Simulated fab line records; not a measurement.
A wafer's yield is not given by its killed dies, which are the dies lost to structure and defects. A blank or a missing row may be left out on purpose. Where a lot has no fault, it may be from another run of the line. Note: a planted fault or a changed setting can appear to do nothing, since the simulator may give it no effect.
fab line records + flow n5-finfet + part 1 of 2: steps 1 to 36 of 37
record:
- lots: 6
- wafers: 18
- last-day: 17
route steps=1938 shown BEOL_M2@889 BEOL_M4@1111 PASSIVATION@1936
lots that met no fault: taken from a fault-free run of the same line
start-h: the number of hours between the record's first day and the start of the first shown wafer of the lot + wait-h: hours elapsed since this lot's preceding step + " the same as in the row above + L1.1+2: one row covering several wafers at once + - value missing, or start not given + * or withheld: withheld + < > ~ a bound
route shown NAME@n: NAME is a module with steps in the file, n the number in the route of the first one + usual: mean and standard deviation over wafers with no fault + same: alike in all rows + chamber/n: place in a boat + sites: readings site by site + _std_site: standard deviation across them + _edge_site: the outer-site mean with the inner-site mean subtracted + radius-mm: how far each site lies from the wafer's centre + mask NAME#n: copy n + behind: the last tool/chamber to shape the wafer + hold: what put the lot on hold/how long, in hours/how the hold closed + device: the n, p or np transistor that did not switch + end of line: tests of these same wafers at the route's end + a step without rows: its recipe alone + killed: the dies lost at the first sort to structure and to defects; this is not the yield of the wafer + map: a wafer's dies, marking killed ones x, the rest . and places with no die _
set.NAME: the setting that was run; set.NAME@STEP: the one run at that earlier step + model.NAME: the simulator's own value behind a step, which no gauge read
a table for each step, a row for each wafer; lots at some steps of the route
services: the hour from which a tool's chamber was out of use, counted from the record's first day as start-h (under 0 if before that day), plus the number of hours and why
== steps ==
step: N5_BEOL_M2_STRIP_36
recipe:
- chemistry: N2/H2
- power-w: 450
- temp-c: 40
- pressure-mtorr: 20
- rf-frequency-hz: 6e+07
- overash-fraction: 0.3
- bias-power-w: 7
- h2-frac: 0.5
- n2-flow-sccm: 200
- h2-flow-sccm: 200
step: N5_BEOL_M2_TRENCH_ETCH_37
recipe:
- chemistry: C4F6/O2
- target-depth-a: 555.55
- target: SiOC
- time-s: 29.2
- ion-energy-ev: 250
- pressure-mtorr: 30
- source-w: 355
- bias-w: 185
- Ar_flow_sccm: 300
- C4F6_flow_sccm: 10
- O2_flow_sccm: 10
step: N5_BEOL_M2_ETCH_41
recipe:
- chemistry: CH3F/O2
- target: SiCN
- target-depth-a: 299
- taper-deg: 2
- time-s: 52.5
- ion-energy-ev: 120
- mask-material: TiN
- pressure-mtorr: 30
- source-w: 395
- bias-w: 75
- Ar_flow_sccm: 150
- CH3F_flow_sccm: 30
- O2_flow_sccm: 20
step: N5_BEOL_M2_STRIP_97
recipe:
- chemistry: N2/H2
- time-s: 10
- power-w: 450
- temp-c: 40
- pressure-mtorr: 20
- rf-frequency-hz: 6e+07
- bias-power-w: 7
- n2-flow-sccm: 200
- h2-flow-sccm: 200
usual:
- drypump-motor-current-A: 5.9/0.43
- oes-product-au: 0.81/0.096
- rf-vpp-V: 59.3/0.79
- showerhead-plenum-p-Torr: 2.55/0.062
- throttle-valve-pct: 23.7/0.38
| lot.wafer | tool        | chamber | start-h | wait-h | drypump-motor-current-A | oes-product-au | rf-hours-counter-h | rf-vpp-V | showerhead-plenum-p-Torr | throttle-valve-pct |
|-----------|-------------|---------|---------|--------|-------------------------|----------------|--------------------|----------|--------------------------|--------------------|
| L689.3    | rie-diel-04 | 0       | -       | -      | 5.9                     | 0.96           | 9                  | 57.7     | 2.60                     | 23.1               |
| L689.4    | "           | 2       | "       | "      | 5.4                     | 0.67           | 226                | 59.6     | 2.62                     | 24.0               |
| L689.6    | "           | 2       | "       | "      | 5.4                     | 0.68           | -                  | 60.3     | 2.62                     | 23.9               |
| L692.1    | rie-diel-01 | 2       | -       | -      | 6.5                     | 1.00           | 1                  | 59.6     | 2.59                     | 23.1               |
| L692.4    | "           | 3       | "       | "      | 5.6                     | 0.80           | 124                | 59.2     | 2.56                     | 24.2               |
| L692.5    | "           | 3       | "       | "      | 5.6                     | 0.81           | -                  | 59.4     | 2.56                     | 24.2               |
| L693.2    | rie-diel-04 | 2       | -       | -      | 5.4                     | 0.66           | 235                | 59.7     | 2.62                     | 24.0               |
| L693.4    | "           | 3       | "       | "      | 5.2                     | 0.70           | 232                | 58.8     | 2.51                     | 24.2               |
| L693.5    | "           | 2       | "       | "      | 5.4                     | 0.67           | -                  | 60.3     | 2.62                     | 24.0               |
| L704.3    | rie-diel-01 | 1       | -       | -      | 5.8                     | 0.92           | 38                 | 58.6     | 2.60                     | 23.8               |
| L704.5    | "           | 3       | "       | "      | 5.6                     | 0.78           | -                  | 57.6     | 2.55                     | 24.3               |
| L704.6    | "           | 0       | "       | "      | 5.9                     | 0.70           | -                  | 59.5     | 2.39                     | 24.0               |
| L707.1    | rie-diel-02 | 1       | -       | -      | 6.3                     | 0.83           | 70                 | 59.3     | 2.57                     | 23.7               |
| L707.4    | "           | 0       | "       | "      | 5.9                     | 0.73           | -                  | 58.9     | 2.53                     | 24.1               |
| L707.6    | "           | 2       | "       | "      | 6.0                     | 0.78           | -                  | 59.2     | 2.55                     | 23.4               |
| L708.4    | rie-diel-04 | 3       | -       | -      | 5.2                     | 0.94           | -                  | 59.9     | 2.50                     | 24.1               |
| L708.5    | "           | 1       | "       | "      | 6.6                     | 0.79           | -                  | 58.9     | 2.45                     | 23.6               |
| L708.6    | "           | 0       | "       | "      | 5.9                     | 0.86           | -                  | 59.6     | 2.58                     | 23.2               |
step: N5_BEOL_M2_OCD_MEAS_38
usual:
- trench-depth-nm: 55.3/1.3
| lot.wafer | tool   | chamber | start-h | wait-h | trench-depth-nm |
|-----------|--------|---------|---------|--------|-----------------|
| L689.3    | ocd-01 | -       | 152.30  | -      | 57.0            |
| L689.4    | "      | -       | "       | "      | 54.3            |
| L689.6    | "      | -       | "       | "      | 53.9            |
| L692.1    | ocd-02 | -       | 170.40  | -      | 55.9            |
| L692.4    | "      | -       | "       | "      | 57.1            |
| L692.5    | "      | -       | "       | "      | 56.8            |
| L693.2    | ocd-01 | -       | 179.05  | -      | 52.9            |
| L693.4    | "      | -       | "       | "      | 54.1            |
| L693.5    | "      | -       | "       | "      | 52.4            |
| L704.3    | ocd-02 | -       | 244.08  | -      | 57.0            |
| L704.5    | "      | -       | "       | "      | 57.2            |
| L704.6    | "      | -       | "       | "      | 52.7            |
| L707.1    | ocd-01 | -       | 269.19  | -      | 56.3            |
| L707.4    | "      | -       | "       | "      | 57.0            |
| L707.6    | "      | -       | "       | "      | 54.9            |
| L708.4    | ocd-02 | -       | 271.57  | -      | 55.4            |
| L708.5    | "      | -       | "       | "      | 54.5            |
| L708.6    | "      | -       | "       | "      | 56.4            |
step: N5_BEOL_M2_HM_STRIP_39
recipe:
- chemistry: peroxide-tin-strip
- material: TiN
- target-depth-a: 250
- temp-c: 50
- time-s: 158
step: N5_BEOL_M2_SRD_40
recipe:
- time-s: 30
- temp-c: 23
- rinse-liquid: diw
- dry: ipa-marangoni
step: N5_BEOL_M2_PRECLEAN_42
recipe:
- chemistry: residue-remover
- time-s: 60
- temp-c: 40
step: N5_BEOL_M2_SRD_43
recipe:
- time-s: 30
- temp-c: 23
- rinse-liquid: diw
- dry: ipa-marangoni
step: N5_BEOL_M2_CD_MEAS_35
recipe:
- target-cd-nm: 18
- target-cd-y-nm: 22.2
- polarity: opening
usual:
- cd-nm: 18.1/0.34
| lot.wafer | tool      | chamber | start-h | wait-h | cd-nm |
|-----------|-----------|---------|---------|--------|-------|
| L689.3    | cd-sem-01 | -       | 152.45  | 0.0    | 18.4  |
| L689.4    | "         | -       | "       | "      | 18.2  |
| L689.6    | "         | -       | "       | "      | 18.4  |
| L692.1    | cd-sem-02 | -       | 170.55  | 0.0    | 17.7  |
| L692.4    | "         | -       | "       | "      | 17.7  |
| L692.5    | "         | -       | "       | "      | 18.0  |
| L693.2    | cd-sem-02 | -       | 179.30  | 0.0    | 18.2  |
| L693.4    | "         | -       | "       | "      | 18.1  |
| L693.5    | "         | -       | "       | "      | 18.6  |
| L704.3    | cd-sem-01 | -       | 244.24  | 0.0    | 17.7  |
| L704.5    | "         | -       | "       | "      | 18.1  |
| L704.6    | "         | -       | "       | "      | 18.2  |
| L707.1    | cd-sem-02 | -       | 269.34  | 0.0    | 17.6  |
| L707.4    | "         | -       | "       | "      | 18.4  |
| L707.6    | "         | -       | "       | "      | 17.8  |
| L708.4    | cd-sem-02 | -       | 271.73  | 0.0    | 18.1  |
| L708.5    | "         | -       | "       | "      | 18.0  |
| L708.6    | "         | -       | "       | "      | 17.8  |
step: N5_BEOL_M2_DEGAS_44
recipe:
- ambient: vacuum
- temp-c: 250
- time-s: 60
step: N5_BEOL_M2_PRE_CLEAN_45
recipe:
- gas: H2/He
- time-s: 30
- temp-c: 250
usual:
- heater-power-w: 324/33
| lot.wafer | tool           | chamber | start-h | wait-h | heater-power-w |
|-----------|----------------|---------|---------|--------|----------------|
| L689.3    | pvd-sputter-01 | -       | 153.00  | 0.0    | 316            |
| L689.4    | "              | -       | "       | "      | 372            |
| L689.6    | "              | -       | "       | "      | 378            |
| L692.1    | pvd-sputter-01 | -       | 170.98  | 0.0    | 372            |
| L692.4    | "              | -       | "       | "      | 299            |
| L692.5    | "              | -       | "       | "      | 294            |
| L693.2    | pvd-sputter-02 | -       | 179.38  | 0.0    | 360            |
| L693.4    | "              | -       | "       | "      | 337            |
| L693.5    | "              | -       | "       | "      | 323            |
| L704.3    | pvd-sputter-02 | -       | 244.51  | 0.0    | 334            |
| L704.5    | "              | -       | "       | "      | 303            |
| L704.6    | "              | -       | "       | "      | 334            |
| L707.1    | pvd-sputter-03 | -       | 269.44  | 0.0    | 352            |
| L707.4    | "              | -       | "       | "      | 327            |
| L707.6    | "              | -       | "       | "      | 354            |
| L708.4    | pvd-sputter-03 | -       | 271.82  | 0.0    | 359            |
| L708.5    | "              | -       | "       | "      | 260            |
| L708.6    | "              | -       | "       | "      | 326            |
step: N5_BEOL_M2_ALD_84
recipe:
- material: TaN
- target-thk-a: *
- temp-c: 275
- ald-precursor-family: PDMAT
- ald-co-reactant: NH3
- pressure-torr: 3
- carrier-flow-sccm: 1500
- pulse-time-s: 2
- purge-time-s: 3
- co-reactant-purge-time-s: 2
- co-reactant-pulse-time-s: 3
- ald-cycles: 30
- precursor-vessel-temp-c: 75
- precursor-vessel-pressure-torr: 26.25
- precursor-vessel-carrier-sccm: 1000
usual:
- ald-cycles: 30/0
- chamber-pressure-Torr: 3.000/0.006
- heater-power-w: 420/43
- precursor-vessel-pressure-torr: 26.25/0.05
- pulse-time-s: 2/0
| lot.wafer | tool         | chamber | start-h | wait-h | ald-cycles | chamber-pressure-Torr | heater-power-w | precursor-vessel-pressure-torr | pulse-time-s |
|-----------|--------------|---------|---------|--------|------------|-----------------------|----------------|--------------------------------|--------------|
| L689.3    | ald-metal-01 | 1       | 153.06  | 0.0    | 30         | 2.988                 | 501            | 26.29                          | 2            |
| L689.4    | "            | 2       | "       | "      | 30         | 3.006                 | 389            | 26.21                          | 2            |
| L689.6    | "            | 2       | "       | "      | 30         | 3.005                 | 398            | 26.20                          | 2            |
| L692.1    | ald-metal-01 | 0       | 171.04  | 0.0    | -          | -                     | -              | -                              | -            |
| L692.4    | "            | 2       | "       | "      | -          | -                     | -              | -                              | -            |
| L692.5    | "            | 2       | "       | "      | -          | -                     | -              | -                              | -            |
| L693.2    | ald-metal-04 | 1       | 179.44  | 0.0    | -          | -                     | -              | -                              | -            |
| L693.4    | "            | 3       | "       | "      | -          | -                     | -              | -                              | -            |
| L693.5    | "            | 3       | "       | "      | -          | -                     | -              | -                              | -            |
| L704.3    | ald-metal-04 | 1       | 244.57  | 0.0    | 30         | 3.000                 | 429            | 26.22                          | 2            |
| L704.5    | "            | 2       | "       | "      | 30         | 2.998                 | 478            | 26.22                          | 2            |
| L704.6    | "            | 1       | "       | "      | 30         | 3.000                 | 435            | 26.17                          | 2            |
| L707.1    | ald-metal-03 | 2       | 269.73  | 0.3    | 30         | 2.995                 | 404            | 26.34                          | 2            |
| L707.4    | "            | 3       | "       | "      | 30         | 2.999                 | 351            | 26.19                          | 2            |
| L707.6    | "            | 1       | "       | "      | 30         | 2.989                 | 465            | 26.27                          | 2            |
| L708.4    | ald-metal-01 | 1       | 271.88  | 0.0    | 30         | 2.994                 | 489            | 26.16                          | 2            |
| L708.5    | "            | 0       | "       | "      | 30         | 3.001                 | 426            | 26.26                          | 2            |
| L708.6    | "            | 3       | "       | "      | 30         | 3.002                 | 375            | 26.24                          | 2            |
step: N5_BEOL_M2_SURFACE_TREAT_85
recipe:
- gas: Ar
- time-s: *
- ion-energy-ev: *
- ion-current-ma-cm2: 0.5
- pressure-mtorr: *
- ar-flow-sccm: 30
step: N5_BEOL_M2_CVD_47
recipe:
- material: Co
- target-thk-a: 30
- temp-c: withheld
- precursor: CCTBA/H2
- pressure-torr: 30
- time-s: 223.8
step: N5_BEOL_M2_SPUTTER_48
recipe:
- material: Cu
- target-thk-a: 45
- temp-c: -20
- chamber-pressure-pa: 0.07
- power-w: withheld
- time-s: 8.29
step: N5_BEOL_M2_ANNEAL_49
recipe:
- temp-c: 400
- time-s: 240
- ambient: vacuum
step: N5_BEOL_M2_SPUTTER_79
recipe:
- material: Cu
- target-thk-a: 45
- temp-c: -20
- chamber-pressure-pa: 0.07
- power-w: withheld
- time-s: 8.29
usual:
- throttle-valve-pct: 29.8/1
| lot.wafer | tool           | chamber | start-h | wait-h | throttle-valve-pct |
|-----------|----------------|---------|---------|--------|--------------------|
| L689.3    | pvd-sputter-02 | -       | 155.47  | 0.1    | 31.0               |
| L689.4    | "              | -       | "       | "      | 28.5               |
| L689.6    | "              | -       | "       | "      | 31.0               |
| L692.1    | pvd-sputter-01 | -       | 171.89  | 0.1    | 29.8               |
| L692.4    | "              | -       | "       | "      | 30.7               |
| L692.5    | "              | -       | "       | "      | 30.7               |
| L693.2    | pvd-sputter-01 | -       | 181.87  | 0.1    | 30.6               |
| L693.4    | "              | -       | "       | "      | 29.6               |
| L693.5    | "              | -       | "       | "      | 30.9               |
| L704.3    | pvd-sputter-01 | -       | 245.30  | 0.1    | 27.7               |
| L704.5    | "              | -       | "       | "      | 29.8               |
| L704.6    | "              | -       | "       | "      | 28.3               |
| L707.1    | pvd-sputter-01 | -       | 271.31  | 0.1    | 31.0               |
| L707.4    | "              | -       | "       | "      | 27.8               |
| L707.6    | "              | -       | "       | "      | 30.7               |
| L708.4    | pvd-sputter-03 | -       | 272.70  | 0.1    | 30.3               |
| L708.5    | "              | -       | "       | "      | 29.9               |
| L708.6    | "              | -       | "       | "      | 30.8               |
step: N5_BEOL_M2_ANNEAL_80
recipe:
- temp-c: 400
- time-s: 240
- ambient: vacuum
usual:
- heater-power-w: 818/78
| lot.wafer | tool           | chamber | start-h | wait-h | heater-power-w |
|-----------|----------------|---------|---------|--------|----------------|
| L689.3    | pvd-sputter-02 | -       | 155.55  | 0.0    | 839            |
| L689.4    | "              | -       | "       | "      | 759            |
| L689.6    | "              | -       | "       | "      | 830            |
| L692.1    | pvd-sputter-01 | -       | 171.97  | 0.0    | 943            |
| L692.4    | "              | -       | "       | "      | 738            |
| L692.5    | "              | -       | "       | "      | 745            |
| L693.2    | pvd-sputter-01 | -       | 181.95  | 0.0    | 758            |
| L693.4    | "              | -       | "       | "      | 933            |
| L693.5    | "              | -       | "       | "      | 913            |
| L704.3    | pvd-sputter-01 | -       | 245.38  | 0.0    | 785            |
| L704.5    | "              | -       | "       | "      | 962            |
| L704.6    | "              | -       | "       | "      | 769            |
| L707.1    | pvd-sputter-01 | -       | 271.39  | 0.0    | 899            |
| L707.4    | "              | -       | "       | "      | 775            |
| L707.6    | "              | -       | "       | "      | 776            |
| L708.4    | pvd-sputter-03 | -       | 272.78  | 0.0    | 650            |
| L708.5    | "              | -       | "       | "      | 655            |
| L708.6    | "              | -       | "       | "      | 751            |
step: N5_BEOL_M2_SPUTTER_81
recipe:
- material: Cu
- target-thk-a: 45
- temp-c: -20
- chamber-pressure-pa: 0.07
- power-w: withheld
- time-s: 8.29
step: N5_BEOL_M2_ANNEAL_82
recipe:
- temp-c: 400
- time-s: 240
- ambient: vacuum
step: N5_BEOL_M2_SPUTTER_86
recipe:
- material: Cu
- target-thk-a: 45
- temp-c: -20
- chamber-pressure-pa: 0.07
- power-w: withheld
- time-s: 8.29
step: N5_BEOL_M2_ANNEAL_87
recipe:
- temp-c: 400
- time-s: 240
- ambient: vacuum
step: N5_BEOL_M2_SPUTTER_88
recipe:
- material: Cu
- target-thk-a: 45
- temp-c: -20
- chamber-pressure-pa: 0.07
- power-w: withheld
- time-s: 8.29
step: N5_BEOL_M2_ANNEAL_89
recipe:
- temp-c: 400
- time-s: 240
- ambient: vacuum
step: N5_BEOL_M2_SPUTTER_90
recipe:
- material: Cu
- target-thk-a: 45
- temp-c: -20
- chamber-pressure-pa: 0.07
- power-w: withheld
- time-s: 8.29
step: N5_BEOL_M2_ANNEAL_91
recipe:
- temp-c: 400
- time-s: 240
- ambient: vacuum
step: N5_BEOL_M2_SPUTTER_92
recipe:
- material: Cu
- target-thk-a: 45
- temp-c: -20
- chamber-pressure-pa: 0.07
- power-w: withheld
- time-s: 8.29
usual:
- throttle-valve-pct: 29.8/1
| lot.wafer | tool           | chamber | start-h | wait-h | throttle-valve-pct |
|-----------|----------------|---------|---------|--------|--------------------|
| L689.3    | pvd-sputter-02 | -       | 156.57  | 0.1    | 31.2               |
| L689.4    | "              | -       | "       | "      | 28.4               |
| L689.6    | "              | -       | "       | "      | 31.2               |
| L692.1    | pvd-sputter-01 | -       | 172.99  | 0.1    | 30.0               |
| L692.4    | "              | -       | "       | "      | 30.6               |
| L692.5    | "              | -       | "       | "      | 30.5               |
| L693.2    | pvd-sputter-01 | -       | 182.97  | 0.1    | 30.4               |
| L693.4    | "              | -       | "       | "      | 29.3               |
| L693.5    | "              | -       | "       | "      | 30.8               |
| L704.3    | pvd-sputter-01 | -       | 246.40  | 0.1    | 28.1               |
| L704.5    | "              | -       | "       | "      | 29.9               |
| L704.6    | "              | -       | "       | "      | 27.8               |
| L707.1    | pvd-sputter-01 | -       | 272.41  | 0.1    | 30.8               |
| L707.4    | "              | -       | "       | "      | 28.0               |
| L707.6    | "              | -       | "       | "      | 30.8               |
| L708.4    | pvd-sputter-03 | -       | 273.80  | 0.1    | 30.3               |
| L708.5    | "              | -       | "       | "      | 30.1               |
| L708.6    | "              | -       | "       | "      | 30.4               |
step: N5_BEOL_M2_ANNEAL_93
recipe:
- temp-c: 400
- time-s: 240
- ambient: vacuum
step: N5_BEOL_M2_SPUTTER_94
recipe:
- material: Cu
- target-thk-a: 45
- temp-c: -20
- chamber-pressure-pa: 0.07
- power-w: withheld
- time-s: 8.29
step: N5_BEOL_M2_ANNEAL_95
recipe:
- temp-c: 400
- time-s: 240
- ambient: vacuum
step: N5_BEOL_M2_SPUTTER_96
recipe:
- material: Cu
- target-thk-a: 45
- temp-c: -20
- chamber-pressure-pa: 0.07
- power-w: withheld
- time-s: 8.29
step: N5_BEOL_M2_ECD_50
recipe:
- material: Cu
- target-thk-a: 3000
step: N5_BEOL_M2_ANNEAL_51
recipe:
- temp-c: 225
- time-s: 90
- ambient: N2
step: N5_BEOL_M2_CMP_52
recipe:
- stop-on: SiOC
- t-overpolish-s: 6.8
- down-force-psi: 1
- platen-rpm: 50
- clearing-platen-down-force-psi: 1.5
- clearing-platen-rpm: 50
- post-cmp-clean: cu-alkaline
- target-thk-nm: 40
- clearing-platen-pad-velocity-m-s: 0.99484
- pad-velocity-m-s: 0.99484
usual:
- barrier-field-endpoint-s: 24.9/0.6
- motor-current-A: 5.8/0.53
- pad-life-wafers: 733/640
| lot.wafer | tool   | chamber | start-h | wait-h | barrier-field-endpoint-s | motor-current-A | pad-life-wafers |
|-----------|--------|---------|---------|--------|--------------------------|-----------------|-----------------|
| L689.3    | cmp-02 | 2       | 157.79  | 0.4    | 25.1                     | 6.5             | 1484            |
| L689.4    | "      | 3       | "       | "      | 24.4                     | 5.8             | 1485            |
| L689.6    | "      | 1       | "       | "      | 25.1                     | 6.8             | -               |
| L692.4    | cmp-03 | 0       | 173.96  | 0.2    | 22.6                     | 6.0             | 151             |
| L692.1    | "      | 1       | "       | "      | 22.8                     | 5.9             | 152             |
| L692.5    | "      | 3       | "       | "      | 23.1                     | 5.5             | -               |
| L693.2    | cmp-03 | 0       | 183.98  | 0.3    | 22.8                     | 6.1             | 212             |
| L693.4    | "      | 1       | "       | "      | 23.4                     | 5.8             | 213             |
| L693.5    | "      | 2       | "       | "      | 22.3                     | 5.9             | -               |
| L704.3    | cmp-01 | 0       | 247.43  | 0.3    | 24.9                     | 5.3             | 524             |
| L704.5    | "      | 2       | "       | "      | 25.0                     | 5.2             | -               |
| L704.6    | "      | 3       | "       | "      | 25.2                     | 5.8             | -               |
| L707.4    | cmp-02 | 2       | 273.38  | 0.2    | 25.0                     | 6.3             | 325             |
| L707.1    | "      | 0       | "       | "      | 24.0                     | 6.4             | 327             |
| L707.6    | "      | 1       | "       | "      | 24.6                     | 6.5             | -               |
| L708.4    | cmp-01 | 3       | 274.73  | 0.1    | 25.2                     | 5.5             | 738             |
| L708.5    | "      | 3       | "       | "      | 25.6                     | 5.5             | -               |
| L708.6    | "      | 0       | "       | "      | 25.3                     | 5.4             | -               |
step: N5_BEOL_M4_RC_MEAS_101
usual:
- DIBL_N: 36.6/2.1
- DIBL_P: 36.3/2.2
- IOFF_N: 0.16/0.036
- IOFF_P: 0.21/0.038
- ION_N: 671/12
- ION_P: 460/7.5
- SS_N: 71.8/0.72
- SS_P: 73.3/0.72
- VT_N: 250/3.2
- VT_P: -250/3.5
| lot.wafer | tool      | chamber | start-h | wait-h | DIBL_N[mV/V] | DIBL_P[mV/V] | IOFF_N[nA/um] | IOFF_P[nA/um] | ION_N[uA/um] | ION_P[uA/um] | SS_N[mV/dec] | SS_P[mV/dec] | VT_N[mV] | VT_P[mV] |
|-----------|-----------|---------|---------|--------|--------------|--------------|---------------|---------------|--------------|--------------|--------------|--------------|----------|----------|
| L689.3    | prober-01 | 0       | 181.45  | 0.3    | 36.1         | 35.9         | 0.17          | 0.22          | 677          | 464          | 72.1         | 73.7         | 251      | -250     |
| L689.4    | "         | 0       | "       | "      | 37.8         | 38.9         | 0.21          | 0.27          | 677          | 463          | 71.8         | 74.2         | 245      | -249     |
| L689.6    | "         | 0       | "       | "      | 35.8         | 35.4         | 0.17          | 0.21          | 692          | 466          | 70.8         | 73.1         | 248      | -253     |
| L704.3    | prober-02 | 0       | 275.32  | 0.3    | 33.5         | 34.4         | 0.12          | 0.17          | 661          | 449          | 71.8         | 71.9         | 253      | -254     |
| L704.5    | "         | 0       | "       | "      | 36.6         | 37.1         | 0.17          | 0.21          | 667          | 452          | 71.8         | 74.0         | 251      | -250     |
| L704.6    | "         | 0       | "       | "      | 34.3         | 34.8         | 0.14          | 0.18          | 676          | 463          | 71.0         | 72.6         | 250      | -251     |
| L707.1    | prober-01 | 0       | 290.79  | 0.0    | 36.8         | 35.6         | 0.16          | 0.24          | 669          | 462          | 71.5         | 73.6         | 249      | -249     |
| L707.4    | "         | 0       | "       | "      | 33.8         | 31.9         | 0.11          | 0.18          | 635          | 448          | 71.4         | 71.7         | 256      | -249     |
| L707.6    | "         | 0       | "       | "      | 34.5         | 32.6         | 0.13          | 0.19          | 668          | 458          | 71.1         | 72.1         | 250      | -248     |
| L708.4    | prober-01 | 0       | 300.26  | 0.5    | 38.9         | 36.7         | 0.17          | 0.21          | 660          | 455          | 72.1         | 73.4         | 251      | -252     |
| L708.5    | "         | 0       | "       | "      | 38.5         | 36.4         | 0.18          | 0.20          | 693          | 468          | 71.3         | 73.2         | 248      | -250     |
| L708.6    | "         | 0       | "       | "      | 35.8         | 33.5         | 0.13          | 0.15          | 679          | 453          | 70.6         | 72.0         | 250      | -253     |
== key ==
first-sign:
- step: N5_BEOL_M2_ALD_84
- reading: tool-record
- direction: missing
effect:
- step: N5_BEOL_M2_CMP_52
- reading: barrier-field-endpoint-s
- direction: down
- sigmas: 3.5
- usual: 24.9
- struck: 22.8
effect:
- step: N5_PASSIVATION_PROBE_49
- reading: sort_bin_4_leakage
- direction: up
- sigmas: 99+
- usual: 0.00
- struck: 91.05
more-kills-born-at:
- N5_BEOL_M2_ALD_84@ald-metal-04: 3232
- N5_BEOL_M2_ALD_84@ald-metal-01: 3213
met-at N5_BEOL_M2_ALD_84
struck-wafers L692.1,L692.4,L692.5,L693.2,L693.4,L693.5
later-rows-left-out L692.1,L692.4,L692.5,L693.2,L693.4,L693.5
onset-between 153.06 171.04
fault:
- kind: skipped-step-whole
- tool: ald-metal-01,ald-metal-04
- chamber: -
- onset-h: 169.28
- steps: N5_BEOL_M2_ALD_84
- scope: struck-lots-only
later-rows-left-out: the simulator's readings of these wafers behind a module that went badly wrong aren't trusted and aren't shown, but for the sort
